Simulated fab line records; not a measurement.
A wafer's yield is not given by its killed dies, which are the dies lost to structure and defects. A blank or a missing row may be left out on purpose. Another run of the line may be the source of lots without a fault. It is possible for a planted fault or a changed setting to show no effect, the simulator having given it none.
Matching of chambers / flow nand_harc / 4 sister chambers for NHARC_P_BONDPAD_CMP_32 on cmp-03
The step polishes SiCN, target thk 200 nm. 4 wafers are shown with their chamber, then 10 later ones without.

## WAFERS WITH THEIR CHAMBER
wafer=L772.1; chamber=2; motor_current_A (A)=11.0
wafer=L777.2; chamber=3; motor_current_A (A)=11.7
wafer=L778.3; chamber=0; motor_current_A (A)=12.3
wafer=L778.4; chamber=1; motor_current_A (A)=11.7

## WAFERS MISSING THEIR CHAMBER
wafer=L778.6; motor_current_A (A)=11.6
wafer=L779.1; motor_current_A (A)=11.4
wafer=L779.3; motor_current_A (A)=11.9
wafer=L779.5; motor_current_A (A)=10.7
wafer=L782.1; motor_current_A (A)=11.9
wafer=L782.3; motor_current_A (A)=11.5
wafer=L782.4; motor_current_A (A)=10.5
wafer=L787.2; motor_current_A (A)=11.6
wafer=L787.5; motor_current_A (A)=10.5
wafer=L787.6; motor_current_A (A)=11.7

## WHICH CHAMBER EACH WENT THROUGH
wafer=L778.6; from the rows above=can't be placed: 1 or 3 or 2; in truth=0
wafer=L779.1; from the rows above=can't be placed: 1 or 3 or 2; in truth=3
wafer=L779.3; from the rows above=can't be placed: 1 or 3 or 0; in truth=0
wafer=L779.5; from the rows above=2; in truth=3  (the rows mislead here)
wafer=L782.1; from the rows above=can't be placed: 1 or 3 or 0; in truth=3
wafer=L782.3; from the rows above=can't be placed: 1 or 3 or 2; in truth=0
wafer=L782.4; from the rows above=2; in truth=2
wafer=L787.2; from the rows above=can't be placed: 1 or 3 or 2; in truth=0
wafer=L787.5; from the rows above=2; in truth=2
wafer=L787.6; from the rows above=can't be placed: 1 or 3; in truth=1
Correctly placed: 2 of 10. Can't be placed from these rows: 7 (the true chamber is among the candidates in 4). Placed wrongly: 1.
How it was worked out, from the rows above alone: a wafer's distance from a chamber is the root of the sum, over the readings, of the square of ((its reading less the chamber's mean) divided by the reading's scatter). If the next closest chamber is less than 2 further off than the closest, the wafer can't be placed; otherwise it belongs to the closest. The mean given for a chamber averages the wafers shown for that chamber. The scatter: root of mean squared gap, hidden wafer to nearest shown wafer, with one shown wafer a chamber.
